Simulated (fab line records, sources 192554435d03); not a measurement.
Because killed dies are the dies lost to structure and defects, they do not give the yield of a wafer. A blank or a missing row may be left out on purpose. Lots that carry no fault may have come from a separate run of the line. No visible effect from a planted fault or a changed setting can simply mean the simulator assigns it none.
fab line records ; flow n5Finfet
record: lots: 4; wafers: 12; lastDay: 18
route steps=1938 shown BEOL_M4@1099 BEOL_M5@1112 BEOL_M10@1524 PASSIVATION@1936
lots with no fault: from the same line, run without faults
startH: hours from the record's first day to the start of the lot's first wafer shown ; waitH: how many hours have passed since the lot's step before this one ; " unchanged from the row above ; L1.1+2: a single row standing in for several wafers ; - value missing, or start not given ; * or withheld: withheld ; < > ~ a bound
route shown NAME@n: NAME is a module with steps in the file, n the number in the route of the first one ; usual: mean/standard deviation of fault-free wafers ; same: alike in all rows ; chamber/n: place in a boat ; sites: each site's reading ; _std_site: their standard deviation ; _edge_site: outer sites' mean less inner sites' ; radiusMm: how far each site lies from the wafer's centre ; mask NAME#n: copy n ; behind: tool/chamber where the wafer was last shaped ; hold: what put the lot on hold/how long, in hours/how the hold closed ; device: which transistor (n, p or np) failed to switch ; end of line: tests of these same wafers at the route's end ; step lacking rows: just its recipe ; killed: not the wafer's yield, but the dies lost to structure and defects at the first sort ; map: a wafer's dies, x killed, . not, _ none there
set.NAME: the setting as run; set.NAME@STEP: as run at that earlier step ; model.NAME: the simulator's own value behind a step, which no gauge read
lots seen at some steps along the route; tables by step, rows by wafer
services: a tool's chamber out of use, with start hour (startH, from the record's first day; less than 0 if before it), hours out, and reason
== steps ==
step: N5_BEOL_M4_ANNEAL_95
recipe: tempC: 400; timeS: 240; ambient: vacuum
step: N5_BEOL_M4_SPUTTER_96
recipe: material: Cu; targetThkA: 45; tempC: -20; chamberPressurePa: 0.07; powerW: withheld; timeS: 8.29
step: N5_BEOL_M4_ECD_50
recipe: material: Cu; targetThkA: 3000
step: N5_BEOL_M4_ANNEAL_51
recipe: tempC: 225; timeS: 90; ambient: N2
step: N5_BEOL_M4_CMP_52
recipe: stopOn: SiOC; tOverpolishS: 6.8; downForcePsi: 1; platenRpm: 50; clearingPlatenDownForcePsi: 1.5; clearingPlatenRpm: 50; postCmpClean: cuAlkaline; targetThkNm: 40; clearingPlatenPadVelocityMS: 0.99484; padVelocityMS: 0.99484
step: N5_BEOL_M4_PRE_CLEAN_60
recipe: gas: NH3/H2; timeS: 15; tempC: *; rfPowerW: 300
step: N5_BEOL_M4_CO_CAP_55
recipe: material: Co; targetThkA: 20; tempC: 200; precursor: CCTBA/H2; pressureTorr: 30; timeS: 102.1
step: N5_BEOL_M4_PRE_CLEAN_56
recipe: gas: NH3; timeS: 15; tempC: withheld; rfPowerW: 300
step: N5_BEOL_M4_DEP_57
recipe: material: SiCN; targetThkA: 80; tempC: withheld; precursor: 3MS/NH3; pressureTorr: 3; rfW: 202; timeS: 14
step: N5_BEOL_M4_RC_MEAS_101
usual: DIBL_N: 35.8/1.6; DIBL_P: 36.0/1.9; IOFF_N: 0.151/0.029; IOFF_P: 0.21/0.037; ION_N: 673/12; ION_P: 463/7.3; SS_N: 71.5/0.58; SS_P: 73.2/0.61; VT_N: 251/3.3; VT_P: -250/3.3
lot.wafer;tool;chamber;startH;waitH;DIBL_N[mV/V];DIBL_P[mV/V];IOFF_N[nA/um];IOFF_P[nA/um];ION_N[uA/um];ION_P[uA/um];SS_N[mV/dec];SS_P[mV/dec];VT_N[mV];VT_P[mV]
L250.2;prober-02;0;220.56;0.2;39.2;40.5;0.212;0.25;688;470;71.9;73.7;245;-249
L250.3;prober-02;0;220.56;0.2;36.3;36.0;0.138;0.19;680;461;71.9;73.4;253;-252
L250.4;prober-02;0;220.56;0.2;39.0;39.5;0.199;0.24;685;465;71.9;73.9;246;-249
L260.1;prober-01;0;277.28;0.0;36.1;36.7;0.174;0.22;691;473;71.8;73.6;247;-252
L260.4;prober-01;0;277.28;0.0;33.0;32.3;0.112;0.16;659;455;70.5;72.4;255;-251
L260.5;prober-01;0;277.28;0.0;33.6;33.6;0.128;0.17;677;463;71.3;73.2;252;-251
L259.3;prober-02;0;278.80;0.3;36.0;35.6;0.178;0.24;679;466;71.7;73.5;249;-247
L259.4;prober-02;0;278.80;0.3;35.1;34.5;0.145;0.22;666;468;71.4;73.3;250;-249
L259.6;prober-02;0;278.80;0.3;38.9;38.8;0.218;0.29;692;471;72.7;74.7;247;-246
L265.2;prober-02;0;314.35;0.2;34.0;33.1;0.109;0.16;654;455;71.3;72.6;255;-255
L265.4;prober-02;0;314.35;0.2;35.1;34.7;0.127;0.18;667;461;71.6;73.5;254;-255
L265.6;prober-02;0;314.35;0.2;35.0;35.0;0.129;0.18;665;455;71.3;72.5;253;-254
step: N5_BEOL_M5_ILD_DEP_00
recipe: material: SiCOH_lowk; targetThkA: 1406.4; tempC: 300; precursor: DEMS/porogen; pressureTorr: 5; rfW: 500; timeS: 25.9
step: N5_BEOL_M5_CURE_79
recipe: tempC: 385; timeS: 240; ambient: He/Ar; material: SiCOH_lowk
step: N5_BEOL_M5_PECVD_70
recipe: material: SiO2; targetThkA: 160; tempC: 400; precursor: TEOS/O2; pressureTorr: 5.5; rfW: 450; teosFlowSccm: 53.8; gas: O2; flowSccm: 3000; timeS: 18
step: N5_BEOL_M5_HM_DEP_02
recipe: material: TiN; targetThkA: 200; tempC: 25; chamberPressurePa: 0.49996
step: N5_BEOL_M5_COAT_59
recipe: resist: SOC; tempC: 250; timeS: 60; spinRpm: 1500; resistThkNm: 60
step: N5_BEOL_M5_COAT_60
recipe: resist: SiARC; tempC: 220; timeS: 60; spinRpm: 1500; resistThkNm: 12
step: N5_BEOL_M5_COAT_71
recipe: resist: underlayer; tempC: 205; timeS: 60; spinRpm: 1500; resistThkNm: 5
step: N5_BEOL_M5_COAT_05
recipe: resist: CAR-EUV; spinRpm: 1500; resistThkNm: 30
step: N5_BEOL_M5_EBR_07
recipe: solvent: PGMEA; ebrWidthMm: 1.5
step: N5_BEOL_M5_SOFTBAKE_06
recipe: tempC: 110; timeS: 60; resist: CAR-EUV
step: N5_BEOL_M5_EXPOSE_08
recipe: maskId: M5; na: 0.33; sourceShape: annular; sigmaInner: 0.4; sigmaOuter: 0.8; polarization: unpolarized; targetCdNm: 28; doseMj: 35.75
step: N5_BEOL_M5_PEB_09
recipe: pebTempC: 100; pebTimeS: 60; resist: CAR-EUV
step: N5_BEOL_M5_DEVELOP_10
recipe: developTimeS: 30; developer: TMAH; resist: CAR-EUV; rinseLiquid: surfactantRinse; dry: airSpin; devTempC: 23
step: N5_BEOL_M5_DESCUM_16
recipe: chemistry: O2; timeS: 7; sourcePowerW: 50; biasPowerW: 20; pressureMtorr: 20; rfFrequencyHz: 2.712e+07; tempC: 40; resist: CAR-EUV; o2FlowSccm: 225
step: N5_BEOL_M5_ETCH_72
recipe: chemistry: N2/H2; target: underlayer; targetDepthA: 65; maskMaterial: CAR-EUV; timeS: 5.2; ionEnergyEv: 200; pressureMtorr: 30; sourceW: 840; biasW: 150; n2FlowSccm: 200; h2FlowSccm: 200; ends: cleared
step: N5_BEOL_M5_ETCH_61
recipe: chemistry: CF4; target: SiARC; targetDepthA: 156; maskMaterial: CAR-EUV; timeS: 26; ionEnergyEv: 80; pressureMtorr: 40; sourceW: 545; biasW: 36; Ar_flow_sccm: 100; cf4FlowSccm: 100; ends: cleared
step: N5_BEOL_M5_ETCH_62
recipe: chemistry: N2/H2; target: SOC; targetDepthA: 750; overetchA: 150; maskMaterial: SiARC; tempC: 40; timeS: 112.5; ionEnergyEv: 200; pressureMtorr: 30; sourceW: 840; biasW: 150; n2FlowSccm: 200; h2FlowSccm: 200
step: N5_BEOL_M5_STRIP_63
recipe: chemistry: N2/H2; tempC: 40; n2FlowSccm: 200; h2FlowSccm: 200; rfFrequencyHz: 6e+07
step: N5_BEOL_M5_STRIP_73
recipe: chemistry: N2/H2; tempC: 40; n2FlowSccm: 200; h2FlowSccm: 200; rfFrequencyHz: 6e+07
step: N5_BEOL_M5_STRIP_64
recipe: chemistry: CF4; resist: SiARC; powerW: 300; biasPowerW: 75; pressureMtorr: 50; cf4FlowSccm: 150; rfFrequencyHz: 6e+07
step: N5_BEOL_M5_HM_OPEN_17
recipe: chemistry: Cl2/BCl3; targetDepthA: 200; overetchA: 60; target: TiN; maskMaterial: SOC; ionEnergyEv: 150; pressureMtorr: 10; icpW: 1000; biasW: 126; Cl2_flow_sccm: 53.25; bcl3FlowSccm: 21.75; Ar_flow_sccm: 25
step: N5_BEOL_M5_STRIP_19
recipe: chemistry: O2; powerW: 400; tempC: 40; pressureMtorr: 30; rfFrequencyHz: 6e+07; biasPowerW: 0; overashFraction: 0.2; o2FlowSccm: 225
step: N5_BEOL_M5_COAT_65
recipe: resist: SOC; tempC: 250; timeS: 60; spinRpm: 1500; resistThkNm: 60
step: N5_BEOL_M5_COAT_66
recipe: resist: SiARC; tempC: 220; timeS: 60; spinRpm: 1500; resistThkNm: 12
step: N5_BEOL_M10_ALD_74
recipe: material: TaN; targetThkA: 20; tempC: 275; aldPrecursorFamily: PDMAT; aldCoReactant: NH3; pressureTorr: 3; carrierFlowSccm: 1500; pulseTimeS: 2; purgeTimeS: 3; coReactantPurgeTimeS: 2; coReactantPulseTimeS: 3; aldCycles: 40; precursorVesselTempC: 75; precursorVesselPressureTorr: 26.25; precursorVesselCarrierSccm: 1000
usual: aldCycles: 40/0; chamberPressureTorr: 2.999/0.0061; heaterPowerOuterW: 217/15; heaterPowerW: 401/36; precursorVesselCarrierSccm: 1000/3.1
lot.wafer;tool;chamber;startH;waitH;aldCycles;chamberPressureTorr;heaterPowerOuterW;heaterPowerW;precursorVesselCarrierSccm
L250.2;aldMetal-04;0;273.93;0.2;40;3.011;240;445;1001
L250.3;aldMetal-04;2;273.93;0.2;40;3.002;202;338;1000
L250.4;aldMetal-04;3;273.93;0.2;40;2.998;206;337;999
L259.3;aldMetal-04;1;333.04;0.0;-;-;-;-;-
L259.4;aldMetal-04;3;333.04;0.0;-;-;-;-;-
L259.6;aldMetal-04;2;333.04;0.0;-;-;-;-;-
L260.1;aldMetal-04;1;333.52;0.0;-;-;-;-;-
L260.4;aldMetal-04;3;333.52;0.0;-;-;-;-;-
L260.5;aldMetal-04;2;333.52;0.0;-;-;-;-;-
L265.2;aldMetal-02;1;371.22;0.0;40;3.000;215;418;1009
L265.4;aldMetal-02;3;371.22;0.0;40;3.012;226;401;1000
L265.6;aldMetal-02;3;371.22;0.0;40;3.000;231;399;997
step: N5_BEOL_M10_CMP_52
recipe: stopOn: SiCOH_lowk; tOverpolishS: 7; downForcePsi: 1; platenRpm: 50; clearingPlatenDownForcePsi: 1.5; clearingPlatenRpm: 50; postCmpClean: cuAlkaline; targetThkNm: 140; clearingPlatenPadVelocityMS: 0.99484; padVelocityMS: 0.99484
usual: barrierFieldEndpointS: 29.2/0.73; motorCurrentA: 5.9/0.48
lot.wafer;tool;chamber;startH;waitH;barrierFieldEndpointS;motorCurrentA
L250.4;cmp-02;1;276.86;0.1;28.8;6.1
L250.2;cmp-02;3;276.86;0.1;27.8;5.5
L250.3;cmp-02;0;276.86;0.1;29.1;6.2
L259.4;cmp-01;0;334.11;0.2;26.5;5.4
L259.3;cmp-01;2;334.11;0.2;25.4;6.1
L259.6;cmp-01;3;334.11;0.2;26.2;4.9
L260.4;cmp-03;2;334.93;0.1;26.1;5.5
L260.1;cmp-03;1;334.93;0.1;26.4;5.3
L260.5;cmp-03;2;334.93;0.1;26.4;5.7
L265.4;cmp-03;0;372.72;0.2;29.3;5.8
L265.2;cmp-03;1;372.72;0.2;28.8;5.3
L265.6;cmp-03;2;372.72;0.2;29.6;5.7
step: N5_PASSIVATION_PROBE_49
usual: defectLimitedYield: 90.9/1.4; killed_at_M0_to_M3: 37/12; killed_at_M4_up: 14/5.3; killedAtContacts: 12/6.2; killedAtFrontEnd: 41/11; killedAtOther: 3.7/2.9; killedDies: 107/17; killedOnRim: 14/4.4; killedOpen: 71/12; killedShort: 34/7.9; sort_bin_4_leakage: 0/0; sort_bin_5_function: 5.3/0.95; sort_bin_6_memory: 3.4/0.7; sortNPass: 1073/17; sortYieldPct: 90.9/1.5
same: grossDies: 1180; killedAtBackSide: 0; sort_bin_8_speed[%]: 0
lot.wafer;tool;chamber;startH;waitH;defectLimitedYield[%];killed_at_M0_to_M3;killed_at_M4_up;killedAtContacts;killedAtFrontEnd;killedAtOther;killedDies;killedOnRim;killedOpen;killedShort;sort_bin_4_leakage[%];sort_bin_5_function[%];sort_bin_6_memory[%];sortNPass;sortYieldPct[%]
L250.2;prober-01;-;325.89;0.1;87.1;76;9;13;50;4;152;16;99;47;0;7.8;4.3;1028;87.1
L250.3;prober-01;-;325.94;0.1;89.7;74;7;6;32;3;122;14;76;41;0;5.6;4.4;1058;89.7
L250.4;prober-01;-;325.99;0.2;87.7;67;15;14;40;9;145;20;101;42;0;6.4;5.5;1035;87.7
L260.1;prober-01;-;387.40;0.0;0;40;1084;11;41;4;1180;152;78;33;90.59;5.3;3.9;0;0
L260.4;prober-01;-;387.55;0.2;0;33;1083;6;49;9;1180;152;71;35;91.02;5.5;3.1;0;0
L260.5;prober-01;-;387.60;0.2;0;47;1067;19;45;2;1180;152;100;32;88.56;6.7;4.4;0;0
L259.3;prober-02;-;389.10;0.1;0;31;1108;12;20;9;1180;152;50;29;93.31;4.0;2.5;0;0
L259.4;prober-02;-;389.15;0.2;0;32;1080;12;53;3;1180;152;78;32;90.08;5.5;3.6;0;0
L259.6;prober-02;-;389.25;0.3;0;52;1073;18;32;5;1180;152;80;40;89.32;6.4;3.5;0;0
L265.2;prober-02;-;419.77;0.1;91.9;37;11;4;43;1;96;13;69;25;0;4.4;3.4;1084;91.9
L265.4;prober-02;-;419.87;0.2;90.0;35;6;19;49;9;118;12;74;42;0;6.4;3.4;1062;90.0
L265.6;prober-02;-;419.97;0.3;94.3;24;6;4;32;1;67;8;46;20;0;3.4;2.0;1113;94.3
killed by level:class
L250.2 BEOL_M2:geometricParticle:open=16 BEOL_M0_SAQP:geometricParticle:open=15 MOL_CONTACT_COAG:geometricParticle:open=13 BEOL_M0_SAQP:geometricParticle:short=13 FIN_SAQP:geometricParticle:open=11 BEOL_M1:geometricParticle:open=10 BEOL_M3:geometricParticle:open=7 BEOL_M2:geometricParticle:short=6
L250.3 BEOL_M0_SAQP:geometricParticle:short=20 BEOL_M0_SAQP:geometricParticle:open=19 BEOL_M2:geometricParticle:open=8 FIN_SAQP:geometricParticle:open=7 STI_FIN_REVEAL:geometricParticle:open=6 MOL_CONTACT_COAG:geometricParticle:open=6 BEOL_M1:geometricParticle:open=6 BEOL_M2:geometricParticle:short=6
L250.4 BEOL_M0_SAQP:geometricParticle:open=25 BEOL_M0_SAQP:geometricParticle:short=14 MOL_CONTACT_COAG:geometricParticle:open=13 FIN_SAQP:geometricParticle:open=10 BEOL_M1:geometricParticle:open=9 BEOL_M2:geometricParticle:open=7 STI_FIN_REVEAL:geometricParticle:open=6 DUMMY_GATE:geometricParticle:open=5
L260.1 BEOL_M10:areaAld=1069 STI_FIN_REVEAL:geometricParticle:open=11 BEOL_M2:geometricParticle:open=11 BEOL_M0_SAQP:geometricParticle:open=9 MOL_CONTACT_COAG:geometricParticle:open=8 FIN_SAQP:geometricParticle:open=7 FIN_SAQP:geometricParticle:short=6 BEOL_M0_SAQP:geometricParticle:short=6
L260.4 BEOL_M10:areaAld=1073 STI_FIN_REVEAL:geometricParticle:open=12 FIN_SAQP:geometricParticle:short=11 BEOL_M0_SAQP:geometricParticle:open=10 BEOL_M0_SAQP:geometricParticle:short=10 DUMMY_GATE:geometricParticle:open=8 MOL_CONTACT_COAG:geometricParticle:open=6 BEOL_M2:geometricParticle:open=5
L260.5 BEOL_M10:areaAld=1044 MOL_CONTACT_COAG:geometricParticle:open=17 BEOL_M3:geometricParticle:open=17 BEOL_M4:geometricParticle:open=11 BEOL_M0_SAQP:geometricParticle:open=10 STI_FIN_REVEAL:geometricParticle:open=9 FIN_SAQP:geometricParticle:open=8 ILD0:geometricParticle:short=6
L259.3 BEOL_M10:areaAld=1100 MOL_CONTACT_COAG:geometricParticle:open=11 BEOL_M1:geometricParticle:open=8 BEOL_M2:geometricParticle:open=8 PAD_METAL:geometricParticle:short=6 STI_FIN_REVEAL:geometricParticle:open=4 BEOL_M0_SAQP:geometricParticle:short=4 FIN_SAQP:geometricParticle:short=3
L259.4 BEOL_M10:areaAld=1063 STI_FIN_REVEAL:geometricParticle:open=22 MOL_CONTACT_COAG:geometricParticle:open=9 BEOL_M4:geometricParticle:open=9 BEOL_M0_SAQP:geometricParticle:open=8 GATE_CUT:geometricParticle:short=6 BEOL_M2:geometricParticle:open=6 STI_FIN_REVEAL:geometricParticle:short=5
L259.6 BEOL_M10:areaAld=1054 MOL_CONTACT_COAG:geometricParticle:open=11 BEOL_M0_SAQP:geometricParticle:open=11 BEOL_M3:geometricParticle:open=9 BEOL_M0_SAQP:geometricParticle:short=8 BEOL_M2:geometricParticle:open=8 BEOL_M4:geometricParticle:open=8 MOL_CONTACT_COAG:geometricParticle:short=6
L265.2 BEOL_M1:geometricParticle:open=16 STI_FIN_REVEAL:geometricParticle:open=10 GATE_CUT:geometricParticle:open=6 BEOL_M0_SAQP:geometricParticle:open=6 BEOL_M3:geometricParticle:open=6 FIN_SAQP:geometricParticle:short=5 GATE_CUT:geometricParticle:short=5 MOL_CONTACT_COAG:geometricParticle:open=4
L265.4 MOL_CONTACT_COAG:geometricParticle:open=14 FIN_SAQP:geometricParticle:short=12 BEOL_M1:geometricParticle:open=12 GATE_CUT:geometricParticle:short=9 FIN_SAQP:geometricParticle:open=7 BEOL_M3:geometricParticle:open=6 STI_FIN_REVEAL:geometricParticle:open=5 MOL_CONTACT_COAG:geometricParticle:short=5
L265.6 FIN_SAQP:geometricParticle:open=8 BEOL_M1:geometricParticle:open=7 BEOL_M3:geometricParticle:open=5 GATE_CUT:geometricParticle:short=4 MOL_CONTACT_COAG:geometricParticle:open=4 STI_FIN_REVEAL:geometricParticle:open=3 STARTING-WAFER:geometricParticle:open=3 ILD0:geometricParticle:short=3
map L259.3 (x killed, . not)
_________________xxxxxxxxxxxx________________
______________xxxxxxxxxxxxxxxxxx_____________
___________xxxxxxxxxxxxxxxxxxxxxxxx__________
__________xxxxxxxxxxxxxxxxxxxxxxxxxx_________
________xxxxxxxxxxxxxxxxxxxxxxxxxxxxxx_______
_______xxxxxxxxxxxxxxxxxxxxxxxxxxxxxxxx______
______xxxxxxxxxxxxxxxxxxxxxxxxxxxxxxxxxx_____
_____xxxxxxxxxxxxxxxxxxxxxxxxxxxxxxxxxxxx____
____xxxxxxxxxxxxxxxxxxxxxxxxxxxxxxxxxxxxxx___
___xxxxxxxxxxxxxxxxxxxxxxxxxxxxxxxxxxxxxxxx__
___xxxxxxxxxxxxxxxxxxxxxxxxxxxxxxxxxxxxxxxx__
__xxxxxxxxxxxxxxxxxxxxxxxxxxxxxxxxxxxxxxxxxx_
__xxxxxxxxxxxxxxxxxxxxxxxxxxxxxxxxxxxxxxxxxx_
_xxxxxxxxxxxxxxxxxxxxxxxxxxxxxxxxxxxxxxxxxxxx
_xxxxxxxxxxxxxxxxxxxxxxxxxxxxxxxxxxxxxxxxxxxx
_xxxxxxxxxxxxxxxxxxxxxxxxxxxxxxxxxxxxxxxxxxxx
_xxxxxxxxxxxxxxxxxxxxxxxxxxxxxxxxxxxxxxxxxxxx
_xxxxxxxxxxxxxxxxxxxxxxxxxxxxxxxxxxxxxxxxxxxx
_xxxxxxxxxxxxxxxxxxxxxxxxxxxxxxxxxxxxxxxxxxxx
_xxxxxxxxxxxxxxxxxxxxxxxxxxxxxxxxxxxxxxxxxxxx
_xxxxxxxxxxxxxxxxxxxxxxxxxxxxxxxxxxxxxxxxxxxx
__xxxxxxxxxxxxxxxxxxxxxxxxxxxxxxxxxxxxxxxxxx_
__xxxxxxxxxxxxxxxxxxxxxxxxxxxxxxxxxxxxxxxxxx_
___xxxxxxxxxxxxxxxxxxxxxxxxxxxxxxxxxxxxxxxx__
___xxxxxxxxxxxxxxxxxxxxxxxxxxxxxxxxxxxxxxxx__
____xxxxxxxxxxxxxxxxxxxxxxxxxxxxxxxxxxxxxx___
_____xxxxxxxxxxxxxxxxxxxxxxxxxxxxxxxxxxxx____
______xxxxxxxxxxxxxxxxxxxxxxxxxxxxxxxxxx_____
_______xxxxxxxxxxxxxxxxxxxxxxxxxxxxxxxx______
________xxxxxxxxxxxxxxxxxxxxxxxxxxxxxx_______
__________xxxxxxxxxxxxxxxxxxxxxxxxxx_________
___________xxxxxxxxxxxxxxxxxxxxxxxx__________
______________xxxxxxxxxxxxxxxxxx_____________
_________________xxxxxxxxxxxx________________
map L260.1 (x killed, . not)
_________________xxxxxxxxxxxx________________
______________xxxxxxxxxxxxxxxxxx_____________
___________xxxxxxxxxxxxxxxxxxxxxxxx__________
__________xxxxxxxxxxxxxxxxxxxxxxxxxx_________
________xxxxxxxxxxxxxxxxxxxxxxxxxxxxxx_______
_______xxxxxxxxxxxxxxxxxxxxxxxxxxxxxxxx______
______xxxxxxxxxxxxxxxxxxxxxxxxxxxxxxxxxx_____
_____xxxxxxxxxxxxxxxxxxxxxxxxxxxxxxxxxxxx____
____xxxxxxxxxxxxxxxxxxxxxxxxxxxxxxxxxxxxxx___
___xxxxxxxxxxxxxxxxxxxxxxxxxxxxxxxxxxxxxxxx__
___xxxxxxxxxxxxxxxxxxxxxxxxxxxxxxxxxxxxxxxx__
__xxxxxxxxxxxxxxxxxxxxxxxxxxxxxxxxxxxxxxxxxx_
__xxxxxxxxxxxxxxxxxxxxxxxxxxxxxxxxxxxxxxxxxx_
_xxxxxxxxxxxxxxxxxxxxxxxxxxxxxxxxxxxxxxxxxxxx
_xxxxxxxxxxxxxxxxxxxxxxxxxxxxxxxxxxxxxxxxxxxx
_xxxxxxxxxxxxxxxxxxxxxxxxxxxxxxxxxxxxxxxxxxxx
_xxxxxxxxxxxxxxxxxxxxxxxxxxxxxxxxxxxxxxxxxxxx
_xxxxxxxxxxxxxxxxxxxxxxxxxxxxxxxxxxxxxxxxxxxx
_xxxxxxxxxxxxxxxxxxxxxxxxxxxxxxxxxxxxxxxxxxxx
_xxxxxxxxxxxxxxxxxxxxxxxxxxxxxxxxxxxxxxxxxxxx
_xxxxxxxxxxxxxxxxxxxxxxxxxxxxxxxxxxxxxxxxxxxx
__xxxxxxxxxxxxxxxxxxxxxxxxxxxxxxxxxxxxxxxxxx_
__xxxxxxxxxxxxxxxxxxxxxxxxxxxxxxxxxxxxxxxxxx_
___xxxxxxxxxxxxxxxxxxxxxxxxxxxxxxxxxxxxxxxx__
___xxxxxxxxxxxxxxxxxxxxxxxxxxxxxxxxxxxxxxxx__
____xxxxxxxxxxxxxxxxxxxxxxxxxxxxxxxxxxxxxx___
_____xxxxxxxxxxxxxxxxxxxxxxxxxxxxxxxxxxxx____
______xxxxxxxxxxxxxxxxxxxxxxxxxxxxxxxxxx_____
_______xxxxxxxxxxxxxxxxxxxxxxxxxxxxxxxx______
________xxxxxxxxxxxxxxxxxxxxxxxxxxxxxx_______
__________xxxxxxxxxxxxxxxxxxxxxxxxxx_________
___________xxxxxxxxxxxxxxxxxxxxxxxx__________
______________xxxxxxxxxxxxxxxxxx_____________
_________________xxxxxxxxxxxx________________
== services ==
tool;chamber;startH;hours;kind
cmp-01;-;272.91;0.3;repair
aldMetal-04;-;286.74;4.3;pm
cmp-03;-;290.76;4.0;pm
cmp-03;-;294.76;-;consumableReplace:conditioner
cmp-03;-;294.76;-;consumableReplace:pad
cmp-03;-;296.86;6.4;repair
cmp-01;-;302.68;5.5;pm
cmp-02;-;305.22;4.0;pm
cmp-02;-;309.22;-;consumableReplace:conditioner
cmp-02;-;309.22;-;consumableReplace:pad
cmp-02;-;320.54;8.6;pm
cmp-02;-;330.81;6.3;pm
aldMetal-04;0;350.01;11.8;repair
cmp-01;-;366.34;4.0;pm
aldMetal-04;3;370.30;24.1;repair
cmp-01;-;370.34;-;consumableReplace:conditioner
cmp-01;-;370.34;-;consumableReplace:pad
== key ==
firstSign: step: N5_BEOL_M10_ALD_74; reading: toolRecord; direction: missing
effect: step: N5_BEOL_M10_CMP_52; reading: barrierFieldEndpointS; direction: down; sigmas: 4.2; usual: 29.2; struck: 26.2
effect: step: N5_PASSIVATION_PROBE_49; reading: sort_bin_4_leakage; direction: up; sigmas: 99+; usual: 0; struck: 90.48
moreKillsBornAt: N5_BEOL_M10_ALD_74@aldMetal-04: 6406
metAt N5_BEOL_M10_ALD_74
struckWafers L259.3,L259.4,L259.6,L260.1,L260.4,L260.5
laterRowsLeftOut L259.3,L259.4,L259.6,L260.1,L260.4,L260.5
onsetBetween 273.93 333.04
fault: kind: skippedStepWhole; tool: aldMetal-04; chamber: -; onsetH: 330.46; steps: N5_BEOL_M10_ALD_74; scope: struckLotsOnly
laterRowsLeftOut: the simulator's readings of these wafers behind a module that went badly wrong aren't trusted and aren't shown, but for the sort
